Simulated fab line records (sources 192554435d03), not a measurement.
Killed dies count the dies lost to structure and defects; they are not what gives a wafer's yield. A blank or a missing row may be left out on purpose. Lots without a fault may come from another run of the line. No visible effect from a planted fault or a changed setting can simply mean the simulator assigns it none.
fab line records + flow n5_finfet
[record]
- lots = 6
- wafers = 17
- last_day = 18
route steps=1938 shown BEOL_M5@1177 PASSIVATION@1936
lots with no fault: from the same line, run without faults
start_h: hours from the record's opening day to when the first of the lot's shown wafers began + wait_h: hours from the lot's prior step to this one + " as in the row above + L1.1+2: a single row standing in for several wafers + - either no value or no given start + * or withheld: withheld + < > ~ a bound
route shown NAME@n: a module of which the file shows steps, and the number in the route of the first + usual: mean/standard deviation taken from wafers without a fault + same: alike in all rows + chamber/n: place in a boat + sites: per-site readings + _std_site: the values' standard deviation + _edge_site: inner sites' mean taken away from outer sites' mean + radius_mm: for every site, how far away it sits from the centre of the wafer + mask NAME#n: copy n + behind: the tool/chamber that last shaped the wafer + hold: what put the lot on hold/how long, in hours/how the hold closed + device: the n, p or np transistor that did not switch + end of line: at the end of the route, the tests of the same wafers + a step with no rows: only its recipe + killed: the dies lost at the first sort to structure and to defects; this is not the yield of the wafer + map: a wafer's dies, marking killed ones x, the rest . and places with no die _
set.NAME: setting as actually run; set.NAME@STEP: the setting as run at that earlier step + model.NAME: the simulator's own value behind a step, which no gauge read
lots at selected steps of the route; one table per step, one row per wafer
services: the hour from which a tool's chamber was out of use, counted from the record's first day as start_h (under 0 if before that day), plus the number of hours and why
[[steps]]
[step N5_BEOL_M5_SPUTTER_81]
[recipe]
- material = Cu
- target_thk_a = 150
- temp_c = -20
- chamber_pressure_pa = 0.07
- power_w = withheld
- time_s = 27.62
[step N5_BEOL_M5_ANNEAL_82]
[recipe]
- temp_c = 400
- time_s = 1800
- ambient = vacuum
[step N5_BEOL_M5_SPUTTER_83]
[recipe]
- material = Cu
- target_thk_a = 150
- temp_c = -20
- chamber_pressure_pa = 0.07
- power_w = withheld
- time_s = 27.62
[usual]
- chuck_gas_flow_sccm = 1.26/0.058
- throttle_valve_pct = 29.8/0.8
| lot.wafer | tool           | chamber | start_h | wait_h | chuck_gas_flow_sccm | throttle_valve_pct |
|-----------|----------------|---------|---------|--------|---------------------|--------------------|
| L134.2    | pvd_sputter-01 | -       | 175.96  | 0.5    | 1.20                | 29.3               |
| L134.3    | "              | -       | "       | "      | 1.20                | 29.5               |
| L134.5    | "              | -       | "       | "      | 1.22                | 29.4               |
| L135.1    | pvd_sputter-03 | -       | 194.72  | 0.5    | 1.29                | 29.6               |
| L135.2    | "              | -       | "       | "      | 1.22                | 29.2               |
| L135.6    | "              | -       | "       | "      | 1.20                | 29.6               |
| L148.1    | pvd_sputter-02 | -       | 269.05  | 0.5    | 1.29                | 29.0               |
| L148.3    | "              | -       | "       | "      | 1.30                | 28.0               |
| L147.2    | pvd_sputter-03 | -       | 274.62  | 0.5    | 1.26                | 30.7               |
| L147.4    | "              | -       | "       | "      | 1.29                | 30.3               |
| L147.6    | "              | -       | "       | "      | 1.30                | 30.1               |
| L149.4    | pvd_sputter-02 | -       | 286.98  | 0.5    | 1.24                | 30.6               |
| L149.5    | "              | -       | "       | "      | 1.18                | 31.0               |
| L149.6    | "              | -       | "       | "      | 1.23                | 30.4               |
| L156.1    | pvd_sputter-01 | -       | 339.67  | 0.5    | 1.38                | 30.7               |
| L156.3    | "              | -       | "       | "      | 1.39                | 30.1               |
| L156.4    | "              | -       | "       | "      | 1.31                | 29.6               |
[step N5_BEOL_M5_ANNEAL_84]
[recipe]
- temp_c = 400
- time_s = 1800
- ambient = vacuum
[usual]
- heater_power_w = 800/85
| lot.wafer | tool           | chamber | start_h | wait_h | heater_power_w |
|-----------|----------------|---------|---------|--------|----------------|
| L134.2    | pvd_sputter-01 | -       | 176.04  | 0.0    | 827            |
| L134.3    | "              | -       | "       | "      | 739            |
| L134.5    | "              | -       | "       | "      | 714            |
| L135.1    | pvd_sputter-03 | -       | 194.80  | 0.0    | 954            |
| L135.2    | "              | -       | "       | "      | 650            |
| L135.6    | "              | -       | "       | "      | 936            |
| L148.1    | pvd_sputter-02 | -       | 269.13  | 0.0    | 789            |
| L148.3    | "              | -       | "       | "      | 885            |
| L147.2    | pvd_sputter-03 | -       | 274.70  | 0.0    | 676            |
| L147.4    | "              | -       | "       | "      | 786            |
| L147.6    | "              | -       | "       | "      | 773            |
| L149.4    | pvd_sputter-02 | -       | 287.06  | 0.0    | 849            |
| L149.5    | "              | -       | "       | "      | 841            |
| L149.6    | "              | -       | "       | "      | 844            |
| L156.1    | pvd_sputter-01 | -       | 339.75  | 0.0    | 799            |
| L156.3    | "              | -       | "       | "      | 842            |
| L156.4    | "              | -       | "       | "      | 719            |
[step N5_BEOL_M5_SPUTTER_88]
[recipe]
- material = Cu
- target_thk_a = 150
- temp_c = -20
- chamber_pressure_pa = 0.07
- power_w = withheld
- time_s = 27.62
[step N5_BEOL_M5_ANNEAL_89]
[recipe]
- temp_c = 400
- time_s = 1800
- ambient = vacuum
[usual]
- heater_power_w = 798/84
| lot.wafer | tool           | chamber | start_h | wait_h | heater_power_w |
|-----------|----------------|---------|---------|--------|----------------|
| L134.2    | pvd_sputter-01 | -       | 177.13  | 0.0    | 828            |
| L134.3    | "              | -       | "       | "      | 729            |
| L134.5    | "              | -       | "       | "      | 731            |
| L135.1    | pvd_sputter-03 | -       | 195.89  | 0.0    | 958            |
| L135.2    | "              | -       | "       | "      | 652            |
| L135.6    | "              | -       | "       | "      | 943            |
| L148.1    | pvd_sputter-02 | -       | 270.22  | 0.0    | 797            |
| L148.3    | "              | -       | "       | "      | 874            |
| L147.2    | pvd_sputter-03 | -       | 275.79  | 0.0    | 684            |
| L147.4    | "              | -       | "       | "      | 771            |
| L147.6    | "              | -       | "       | "      | 767            |
| L149.4    | pvd_sputter-02 | -       | 288.14  | 0.0    | 843            |
| L149.5    | "              | -       | "       | "      | 828            |
| L149.6    | "              | -       | "       | "      | 842            |
| L156.1    | pvd_sputter-01 | -       | 340.83  | 0.0    | 792            |
| L156.3    | "              | -       | "       | "      | 858            |
| L156.4    | "              | -       | "       | "      | 719            |
[step N5_BEOL_M5_SPUTTER_90]
[recipe]
- material = Cu
- target_thk_a = 45
- temp_c = -20
- chamber_pressure_pa = 0.07
- power_w = withheld
- time_s = 8.29
[usual]
- chuck_gas_flow_sccm = 1.26/0.057
- throttle_valve_pct = 29.9/0.79
| lot.wafer | tool           | chamber | start_h | wait_h | chuck_gas_flow_sccm | throttle_valve_pct |
|-----------|----------------|---------|---------|--------|---------------------|--------------------|
| L134.2    | pvd_sputter-01 | -       | 178.14  | 0.5    | 1.12                | 29.2               |
| L134.3    | "              | -       | "       | "      | 1.21                | 29.4               |
| L134.5    | "              | -       | "       | "      | 1.14                | 29.4               |
| L135.1    | pvd_sputter-03 | -       | 196.90  | 0.5    | 1.26                | 29.4               |
| L135.2    | "              | -       | "       | "      | 1.26                | 29.4               |
| L135.6    | "              | -       | "       | "      | 1.25                | 29.4               |
| L148.1    | pvd_sputter-02 | -       | 271.22  | 0.5    | 1.30                | 29.0               |
| L148.3    | "              | -       | "       | "      | 1.40                | 27.9               |
| L147.2    | pvd_sputter-03 | -       | 276.79  | 0.5    | 1.15                | 30.9               |
| L147.4    | "              | -       | "       | "      | 1.28                | 29.9               |
| L147.6    | "              | -       | "       | "      | 1.30                | 30.3               |
| L149.4    | pvd_sputter-02 | -       | 289.15  | 0.5    | 1.25                | 30.6               |
| L149.5    | "              | -       | "       | "      | 1.32                | 30.7               |
| L149.6    | "              | -       | "       | "      | 1.22                | 30.7               |
| L156.1    | pvd_sputter-01 | -       | 341.84  | 0.5    | 1.29                | 30.9               |
| L156.3    | "              | -       | "       | "      | 1.28                | 30.5               |
| L156.4    | "              | -       | "       | "      | 1.40                | 29.5               |
[step N5_BEOL_M5_ECD_50]
[recipe]
- material = Cu
- target_thk_a = 3000
[step N5_BEOL_M5_ANNEAL_51]
[recipe]
- temp_c = 225
- time_s = 90
- ambient = N2
[step N5_BEOL_M5_CMP_52]
[recipe]
- stop_on = SiCOH_lowk
- t_overpolish_s = 6.9
- down_force_psi = 1
- platen_rpm = 50
- clearing_platen_down_force_psi = 1.5
- clearing_platen_rpm = 50
- post_cmp_clean = cu_alkaline
- target_thk_nm = 62
- clearing_platen_pad_velocity_m_s = 0.99484
- pad_velocity_m_s = 0.99484
[usual]
- barrier_field_endpoint_s = 24.5/0.81
- motor_current_A = 6.2/0.58
- overpolish_run_s = 6.900/0.0081
- time_to_endpoint_s = 63/3.9
| lot.wafer | tool   | chamber | start_h | wait_h | barrier_field_endpoint_s | motor_current_A | overpolish_run_s | time_to_endpoint_s |
|-----------|--------|---------|---------|--------|--------------------------|-----------------|------------------|--------------------|
| L134.3    | cmp-03 | 2       | 178.72  | 0.2    | 25.3                     | 6.2             | 6.890            | 65                 |
| L134.2    | "      | 1       | "       | "      | 24.6                     | 5.7             | 6.909            | 59                 |
| L134.5    | "      | 3       | "       | "      | 25.3                     | 6.4             | 6.903            | 64                 |
| L135.1    | cmp-03 | 2       | 197.45  | 0.3    | 23.4                     | 6.0             | 6.902            | 63                 |
| L135.2    | "      | 3       | "       | "      | 23.4                     | 6.7             | 6.895            | 62                 |
| L135.6    | "      | 2       | "       | "      | 24.1                     | 5.9             | 6.908            | 63                 |
| L148.1    | cmp-02 | 0       | 271.76  | 0.3    | 22.9                     | 6.5             | 6.916            | 60                 |
| L148.3    | "      | 1       | "       | "      | 23.8                     | 6.4             | 6.910            | 59                 |
| L147.4    | cmp-03 | 0       | 277.50  | 0.1    | 24.9                     | 7.1             | 6.897            | 65                 |
| L147.2    | "      | 3       | "       | "      | 24.7                     | 6.7             | 6.890            | 65                 |
| L147.6    | "      | 0       | "       | "      | 24.7                     | 7.3             | 6.903            | 64                 |
| L149.4    | cmp-02 | 0       | 289.69  | 0.2    | 24.3                     | 6.5             | 6.902            | 57                 |
| L149.5    | "      | 3       | "       | "      | 23.6                     | 5.3             | 6.900            | 56                 |
| L149.6    | "      | 0       | "       | "      | 25.2                     | 6.7             | 6.878            | 57                 |
| L156.1    | cmp-02 | 3       | 342.42  | 0.3    | 23.7                     | 5.4             | 6.895            | 59                 |
| L156.3    | "      | 1       | "       | "      | 24.2                     | 6.4             | 6.891            | 62                 |
| L156.4    | "      | 2       | "       | "      | 25.4                     | 6.1             | 6.900            | 67                 |
[step N5_BEOL_M5_THK_MEAS_53]
[recipe]
- thk_meas_gauge = xrf
- reads = Cu_of_BEOL_M5_ECD_50
[usual]
- M5_THK = 61.8/2.1
| lot.wafer | tool          | chamber | start_h | wait_h | M5_THK[nm] |
|-----------|---------------|---------|---------|--------|------------|
| L134.2    | film_metro-01 | -       | 179.02  | -      | 63.3       |
| L134.3    | "             | -       | "       | "      | 62.8       |
| L134.5    | "             | -       | "       | "      | 62.7       |
| L135.1    | film_metro-01 | -       | 197.74  | -      | 61.0       |
| L135.2    | "             | -       | "       | "      | 59.9       |
| L135.6    | "             | -       | "       | "      | 59.8       |
| L148.1    | film_metro-02 | -       | 272.02  | -      | 61.5       |
| L148.3    | "             | -       | "       | "      | 61.5       |
| L147.2    | film_metro-02 | -       | 277.79  | -      | 59.0       |
| L147.4    | "             | -       | "       | "      | 58.5       |
| L147.6    | "             | -       | "       | "      | 63.6       |
| L149.4    | film_metro-01 | -       | 289.95  | -      | 63.2       |
| L149.5    | "             | -       | "       | "      | 62.2       |
| L149.6    | "             | -       | "       | "      | 60.5       |
| L156.1    | film_metro-02 | -       | 342.71  | -      | 61.8       |
| L156.3    | "             | -       | "       | "      | 60.6       |
| L156.4    | "             | -       | "       | "      | 64.7       |
[step N5_BEOL_M5_PRE_CLEAN_77]
[recipe]
- gas = NH3/H2
- time_s = 15
- temp_c = *
- rf_power_w = 300
[step N5_BEOL_M5_CO_CAP_78]
[recipe]
- material = Co
- target_thk_a = 20
- temp_c = 200
- precursor = CCTBA/H2
- pressure_torr = 30
- time_s = 102.1
[usual]
- chamber_pressure_Torr = 30.00/0.068
- heater_power_outer_w = 120/12
- heater_power_w = 225/14
| lot.wafer | tool      | chamber | start_h | wait_h | chamber_pressure_Torr | heater_power_outer_w | heater_power_w |
|-----------|-----------|---------|---------|--------|-----------------------|----------------------|----------------|
| L134.2    | cvd_co-02 | 2       | 179.09  | 0.0    | 30.05                 | 105                  | 205            |
| L134.3    | "         | 0       | "       | "      | 30.04                 | 114                  | 223            |
| L134.5    | "         | 2       | "       | "      | 30.12                 | 105                  | 203            |
| L135.1    | cvd_co-01 | 2       | 197.83  | 0.0    | 29.97                 | 137                  | 241            |
| L135.2    | "         | 0       | "       | "      | 29.85                 | 119                  | 217            |
| L135.6    | "         | 2       | "       | "      | 29.92                 | 142                  | 252            |
| L148.1    | cvd_co-01 | 0       | 272.19  | 0.0    | 30.00                 | 121                  | 217            |
| L148.3    | "         | 2       | "       | "      | 30.06                 | 139                  | 243            |
| L147.2    | cvd_co-01 | 2       | 277.87  | 0.0    | -                     | -                    | -              |
| L147.4    | "         | 0       | "       | "      | -                     | -                    | -              |
| L147.6    | "         | 1       | "       | "      | -                     | -                    | -              |
| L149.4    | cvd_co-01 | 1       | 290.06  | 0.0    | -                     | -                    | -              |
| L149.5    | "         | 2       | "       | "      | -                     | -                    | -              |
| L149.6    | "         | 0       | "       | "      | -                     | -                    | -              |
| L156.1    | cvd_co-02 | 2       | 342.97  | 0.0    | 30.14                 | 105                  | 210            |
| L156.3    | "         | 0       | "       | "      | 30.04                 | 116                  | 223            |
| L156.4    | "         | 2       | "       | "      | 30.04                 | 106                  | 208            |
[step N5_BEOL_M5_PRE_CLEAN_55]
[recipe]
- gas = NH3
- time_s = 15
- temp_c = withheld
- rf_power_w = 300
[step N5_PASSIVATION_PROBE_49]
[usual]
- defect_limited_yield = 90.9/1.6
- killed_at_M0_to_M3 = 34/10
- killed_at_M4_up = 13/5.4
- killed_at_contacts = 13/6
- killed_at_front_end = 42/13
- killed_at_other = 4/3.2
- killed_dies = 107/18
- killed_open = 69/14
- killed_short = 35/7.7
- sort_bin_4_leakage = 0.02/0.17
- sort_bin_5_function = 5.3/1
- sort_bin_6_memory = 3.3/0.75
- sort_n_pass = 1073/19
- sort_yield_pct = 90.9/1.6
[same]
- gross_dies = 1180
- killed_at_back_side = 0
- sort_bin_8_speed[%] = 0
| lot.wafer | tool      | chamber | start_h | wait_h | defect_limited_yield[%] | killed_at_M0_to_M3 | killed_at_M4_up | killed_at_contacts | killed_at_front_end | killed_at_other | killed_dies | killed_open | killed_short | sort_bin_4_leakage[%] | sort_bin_5_function[%] | sort_bin_6_memory[%] | sort_n_pass | sort_yield_pct[%] |
|-----------|-----------|---------|---------|--------|-------------------------|--------------------|-----------------|--------------------|---------------------|-----------------|-------------|-------------|--------------|-----------------------|------------------------|----------------------|-------------|-------------------|
| L135.1    | prober-01 | -       | 287.51  | 0.0    | 91.3                    | 33                 | 15              | 13                 | 32                  | 10              | 103         | 64          | 32           | 0                     | 5.2                    | 3.1                  | 1077        | 91.3              |
| L135.2    | prober-01 | -       | 287.56  | 0.1    | 93.2                    | 21                 | 8               | 9                  | 38                  | 4               | 80          | 46          | 32           | 0.34                  | 4.2                    | 2.5                  | 1096        | 92.9              |
| L135.6    | prober-01 | -       | 287.76  | 0.3    | 91.0                    | 37                 | 6               | 26                 | 35                  | 2               | 106         | 66          | 40           | 0                     | 5.4                    | 3.4                  | 1074        | 91.0              |
| L148.1    | prober-02 | -       | 357.07  | 0.0    | 91.5                    | 30                 | 24              | 12                 | 27                  | 7               | 100         | 64          | 34           | 0                     | 4.7                    | 3.5                  | 1080        | 91.5              |
| L148.3    | prober-02 | -       | 357.17  | 0.1    | 90.7                    | 31                 | 29              | 6                  | 40                  | 4               | 110         | 83          | 24           | 0                     | 6.1                    | 2.8                  | 1070        | 90.7              |
| L147.2    | prober-02 | -       | 361.31  | 0.1    | 88.6                    | 44                 | 14              | 9                  | 62                  | 5               | 134         | 89          | 43           | 0                     | 7.2                    | 3.9                  | 1046        | 88.6              |
| L147.6    | prober-02 | -       | 361.51  | 0.3    | 88.1                    | 30                 | 29              | 17                 | 62                  | 3               | 141         | 100         | 40           | 0                     | 6.4                    | 5.2                  | 1039        | 88.1              |
| L149.4    | prober-02 | -       | 374.81  | 0.2    | 88.4                    | 41                 | 23              | 7                  | 63                  | 3               | 137         | 88          | 34           | 0                     | 6.9                    | 4.2                  | 1043        | 88.4              |
| L149.5    | prober-02 | -       | 374.86  | 0.2    | 89.2                    | 45                 | 10              | 13                 | 58                  | 2               | 128         | 96          | 32           | 0                     | 5.9                    | 4.8                  | 1052        | 89.2              |
| L149.6    | prober-02 | -       | 374.91  | 0.3    | 89.4                    | 46                 | 13              | 10                 | 47                  | 9               | 125         | 89          | 33           | 0                     | 6.8                    | 3.4                  | 1055        | 89.4              |
| L156.1    | prober-02 | -       | 432.47  | 0.0    | 90.3                    | 18                 | 17              | 16                 | 61                  | 3               | 115         | 60          | 47           | 0                     | 6.4                    | 3.1                  | 1065        | 90.3              |
| L156.3    | prober-02 | -       | 432.57  | 0.1    | 90.8                    | 29                 | 6               | 13                 | 54                  | 6               | 108         | 69          | 32           | 0                     | 5.9                    | 3.1                  | 1072        | 90.8              |
| L156.4    | prober-02 | -       | 432.62  | 0.2    | 89.3                    | 42                 | 8               | 8                  | 64                  | 4               | 126         | 88          | 35           | 0                     | 6.1                    | 3.8                  | 1054        | 89.3              |
// killed by level:class
L135.1 FIN_SAQP:geometric_particle:short=9 MOL_CONTACT_COAG:geometric_particle:open=8 BEOL_M0_SAQP:geometric_particle:open=7 BEOL_M1:geometric_particle:open=6 BEOL_M4:geometric_particle:open=6 BEOL_M5:geometric_particle:open=6 MOL_CONTACT_COAG:geometric_particle:short=5 BEOL_M0_SAQP:geometric_particle:short=5
L135.2 FIN_SAQP:geometric_particle:open=9 MOL_CONTACT_COAG:geometric_particle:open=9 GATE_CUT:geometric_particle:short=8 STARTING-WAFER:geometric_particle:short=7 FIN_SAQP:geometric_particle:short=6 BEOL_M1:geometric_particle:open=6 BEOL_M2:geometric_particle:open=4 BEOL_M0_SAQP:geometric_particle:open=3
L135.6 MOL_CONTACT_COAG:geometric_particle:open=21 FIN_SAQP:geometric_particle:short=8 BEOL_M1:geometric_particle:short=8 BEOL_M1:geometric_particle:open=7 FIN_SAQP:geometric_particle:open=6 GATE_CUT:geometric_particle:short=5 MOL_CONTACT_COAG:geometric_particle:short=5 BEOL_M2:geometric_particle:open=5
L148.1 BEOL_M3:geometric_particle:open=10 BEOL_M4:geometric_particle:open=9 MOL_CONTACT_COAG:geometric_particle:open=9 STI_FIN_REVEAL:geometric_particle:open=6 ILD0:geometric_particle:open=4 BEOL_M0_SAQP:geometric_particle:open=4 BEOL_M0:geometric_particle:open=4 BEOL_M0:geometric_particle:short=4
L148.3 BEOL_M4:geometric_particle:open=11 FIN_SAQP:geometric_particle:open=10 DUMMY_GATE:geometric_particle:open=9 BEOL_M1:geometric_particle:open=9 BEOL_M0_SAQP:geometric_particle:open=7 STI_FIN_REVEAL:geometric_particle:open=5 BEOL_M3:geometric_particle:open=5 DUMMY_GATE:geometric_particle:short=4
L147.2 STI_FIN_REVEAL:geometric_particle:open=18 FIN_SAQP:geometric_particle:open=12 FIN_SAQP:geometric_particle:short=11 BEOL_M1:geometric_particle:open=10 BEOL_M3:geometric_particle:open=8 MOL_CONTACT_COAG:geometric_particle:open=7 DUMMY_GATE:geometric_particle:open=6 BEOL_M0_SAQP:geometric_particle:open=6
L147.6 STI_FIN_REVEAL:geometric_particle:open=27 BEOL_M4:geometric_particle:open=17 MOL_CONTACT_COAG:geometric_particle:open=16 BEOL_M1:geometric_particle:open=9 BEOL_M4:geometric_particle:short=6 FIN_SAQP:geometric_particle:open=4 STI_FIN_REVEAL:geometric_particle:short=4 SPACER0:geometric_particle:open=4
L149.4 STI_FIN_REVEAL:geometric_particle:open=15 BEOL_M4:geometric_particle:open=13 FIN_CUT:area_etch=10 BEOL_M3:geometric_particle:open=9 BEOL_M0_SAQP:geometric_particle:open=8 BEOL_M0_SAQP:geometric_particle:short=7 BEOL_M1:geometric_particle:open=7 FIN_SAQP:geometric_particle:open=6
L149.5 FIN_SAQP:geometric_particle:open=18 STI_FIN_REVEAL:geometric_particle:open=17 BEOL_M2:geometric_particle:open=15 BEOL_M3:geometric_particle:open=10 MOL_CONTACT_COAG:geometric_particle:open=10 BEOL_M0_SAQP:geometric_particle:short=7 DUMMY_GATE:geometric_particle:open=5 FIN_SAQP:geometric_particle:short=4
L149.6 BEOL_M3:geometric_particle:open=16 STI_FIN_REVEAL:geometric_particle:open=12 BEOL_M0_SAQP:geometric_particle:short=7 BEOL_M0_SAQP:geometric_particle:open=7 BEOL_M2:geometric_particle:open=6 FIN_SAQP:geometric_particle:open=5 DUMMY_GATE:geometric_particle:open=5 SPACER0:geometric_particle:open=5
L156.1 FIN_SAQP:geometric_particle:short=17 FIN_SAQP:geometric_particle:open=14 MOL_CONTACT_COAG:geometric_particle:open=12 BEOL_M4:geometric_particle:open=8 STI_FIN_REVEAL:geometric_particle:open=7 BEOL_M3:geometric_particle:open=5 GATE_CUT:geometric_particle:short=4 MOL_CONTACT_COAG:geometric_particle:short=4
L156.3 STI_FIN_REVEAL:geometric_particle:open=18 FIN_SAQP:geometric_particle:open=14 BEOL_M0_SAQP:geometric_particle:open=9 BEOL_M0_SAQP:geometric_particle:short=8 FIN_SAQP:geometric_particle:short=7 MOL_CONTACT_COAG:geometric_particle:open=7 BEOL_M3:geometric_particle:open=5 BEOL_M4:geometric_particle:open=5
L156.4 STI_FIN_REVEAL:geometric_particle:open=23 BEOL_M0_SAQP:geometric_particle:open=12 BEOL_M3:geometric_particle:open=12 FIN_SAQP:geometric_particle:open=10 FIN_SAQP:geometric_particle:short=8 BEOL_M0_SAQP:geometric_particle:short=8 MOL_CONTACT_COAG:geometric_particle:open=7 STI_FIN_REVEAL:geometric_particle:short=5
[[services]]
| tool           | chamber | start_h | hours | kind                           |
|----------------|---------|---------|-------|--------------------------------|
| cvd_co-02      | 2       | 161.91  | 7.8   | repair                         |
| cmp-02         | -       | 173.98  | 0.5   | repair                         |
| cvd_co-02      | 1       | 191.08  | 4.8   | repair                         |
| cmp-02         | -       | 191.17  | 9.8   | repair                         |
| cvd_co-02      | -       | 199.26  | 2.8   | pm                             |
| cvd_co-01      | 0       | 207.82  | 6.1   | repair                         |
| cmp-02         | -       | 239.41  | 4.0   | pm                             |
| cmp-02         | -       | 243.41  | -     | consumable_replace:conditioner |
| cmp-02         | -       | 243.41  | -     | consumable_replace:pad         |
| cmp-03         | -       | 251.27  | 4.0   | pm                             |
| cmp-03         | -       | 255.27  | -     | consumable_replace:conditioner |
| cmp-03         | -       | 255.27  | -     | consumable_replace:pad         |
| cmp-02         | -       | 263.19  | 4.4   | pm                             |
| cmp-03         | -       | 272.64  | 0.3   | repair                         |
| pvd_sputter-02 | -       | 305.99  | 6.3   | repair                         |
| cvd_co-02      | -       | 310.81  | 0.7   | repair                         |
| cmp-03         | -       | 332.55  | 0.6   | repair                         |
| cvd_co-02      | 1       | 333.33  | -     | clean                          |
| cvd_co-02      | 1       | 333.33  | 22.0  | scheduled_down                 |
| cvd_co-02      | 1       | 333.33  | 22.0  | vent_cycle                     |
| cmp-03         | -       | 335.14  | 7.4   | pm                             |
| cvd_co-02      | -       | 335.18  | 0.3   | repair                         |
| cvd_co-01      | 0       | 337.24  | 13.4  | repair                         |
[[key]]
[first_sign]
- step = N5_BEOL_M5_CO_CAP_78
- reading = tool_record
- direction = missing
effect none on later readings
met_at N5_BEOL_M5_CO_CAP_78
struck_wafers L147.2,L147.4,L147.6,L149.4,L149.5,L149.6
[baseline_loss]
- step = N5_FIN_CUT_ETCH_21
- wafers = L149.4
onset_between 272.19 277.87
[fault]
- kind = skipped_step_whole
- tool = cvd_co-01
- chamber = -
- onset_h = 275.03
- steps = N5_BEOL_M5_CO_CAP_78
- scope = struck_lots_only
// baseline_loss: these wafers lose ten dies or more at that step, a loss of the line's own and not of a fault; the sort's usual values leave them out
